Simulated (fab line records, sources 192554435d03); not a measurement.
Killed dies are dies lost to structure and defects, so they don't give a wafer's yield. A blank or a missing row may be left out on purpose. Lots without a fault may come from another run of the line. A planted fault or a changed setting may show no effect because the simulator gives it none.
Chamber matching | flow n5_finfet | N5_BEOL_M6_DEP_56 on pecvd-01: 3 sister chambers
The step deposits SiCN from 3MS/NH3, target thk 10 nm, time 17.5 s. 3 wafers are shown with their chamber, then 7 later ones without.

WAFERS WITH THEIR CHAMBER
wafer  | chamber | throttle_valve_pct (%)
L084.6 | 1       | 9.1
L087.2 | 2       | 8.3
L087.4 | 0       | 9.8

WAFERS WITHOUT THEIR CHAMBER
wafer  | throttle_valve_pct (%)
L087.6 | 8.2
L088.2 | 9.9
L088.5 | 8.5
L088.6 | 9.1
L095.4 | 10.1
L095.5 | 9.1
L095.6 | 8.6

WHICH CHAMBER EACH WENT THROUGH
wafer  | from the rows above     | in truth
L087.6 | 2                       | 2
L088.2 | 0                       | 0
L088.5 | 2                       | 2
L088.6 | 1                       | 1
L095.4 | 0                       | 0
L095.5 | 1                       | 1
L095.6 | can't be placed: 2 or 1 | 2
Placed correctly: 6 of 7. Can't be placed from these rows: 1 (the true chamber is among the candidates in 1). Placed wrongly: 0.
How it was worked out, from the rows above alone: a wafer's distance from a chamber is the root of the sum, over the readings, of the square of ((its reading less the chamber's mean) divided by the reading's scatter). The wafer belongs to the nearest chamber; if the next one is less than 2 further off, it can't be placed. A chamber's mean is the mean of its shown wafers. The scatter: with one shown wafer a chamber, the root of the mean of the squares of how far each hidden wafer lies from its nearest shown one.
